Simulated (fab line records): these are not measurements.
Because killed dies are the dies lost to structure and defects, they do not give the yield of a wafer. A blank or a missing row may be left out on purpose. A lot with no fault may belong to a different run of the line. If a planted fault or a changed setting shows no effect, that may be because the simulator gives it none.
Chamber matching + flow n5_finfet + 4 sister chambers for N5_SDB_ETCH_25 on rie_diel-02
The step etches SiO2 in C4F6/O2, target depth 10 nm, time 3.3 s. 8 wafers are shown with their chamber, then 8 later ones without.

## EACH WAFER AND ITS CHAMBER
| wafer  | chamber | showerhead_plenum_p_Torr (Torr) | drypump_motor_current_A (A) |
|--------|---------|---------------------------------|-----------------------------|
| L076.6 | 1       | 2.76                            | 6.1                         |
| L079.2 | 2       | 2.81                            | 5.7                         |
| L079.3 | 3       | 3.00                            | 5.9                         |
| L079.6 | 0       | 2.85                            | 5.2                         |
| L080.1 | 3       | 3.00                            | 5.9                         |
| L080.2 | 2       | 2.81                            | 5.7                         |
| L080.3 | 0       | 2.85                            | 5.2                         |
| L081.1 | 1       | 2.75                            | 6.2                         |

## WAFERS WHOSE CHAMBER IS MISSING
| wafer  | showerhead_plenum_p_Torr (Torr) | drypump_motor_current_A (A) |
|--------|---------------------------------|-----------------------------|
| L081.3 | 2.80                            | 5.7                         |
| L081.6 | 2.80                            | 5.7                         |
| L082.4 | 2.75                            | 6.1                         |
| L082.5 | 2.80                            | 5.7                         |
| L082.6 | 2.75                            | 6.1                         |
| L091.2 | 2.84                            | 5.2                         |
| L091.4 | 2.98                            | 5.9                         |
| L091.5 | 2.98                            | 5.9                         |

## THE CHAMBER EACH PASSED THROUGH
| wafer  | from the rows above | in truth |
|--------|---------------------|----------|
| L081.3 | 2                   | 2        |
| L081.6 | 2                   | 2        |
| L082.4 | 1                   | 1        |
| L082.5 | 2                   | 2        |
| L082.6 | 1                   | 1        |
| L091.2 | 0                   | 0        |
| L091.4 | 3                   | 3        |
| L091.5 | 3                   | 3        |
Placed correctly: 8 of 8. Not placeable from these rows: 0. 0 placed wrongly.
How it was worked out, from the rows above alone: a wafer's distance from a chamber is the root of the sum, over the readings, of the square of ((its reading less the chamber's mean) divided by the reading's scatter). If the next closest chamber is less than 2 further off than the closest, the wafer can't be placed; otherwise it belongs to the closest. The mean given for a chamber averages the wafers shown for that chamber. The scatter: take each reading less its chamber's mean, square it, sum over the shown wafers, divide by the number of wafers less the number of chambers, and take the root.
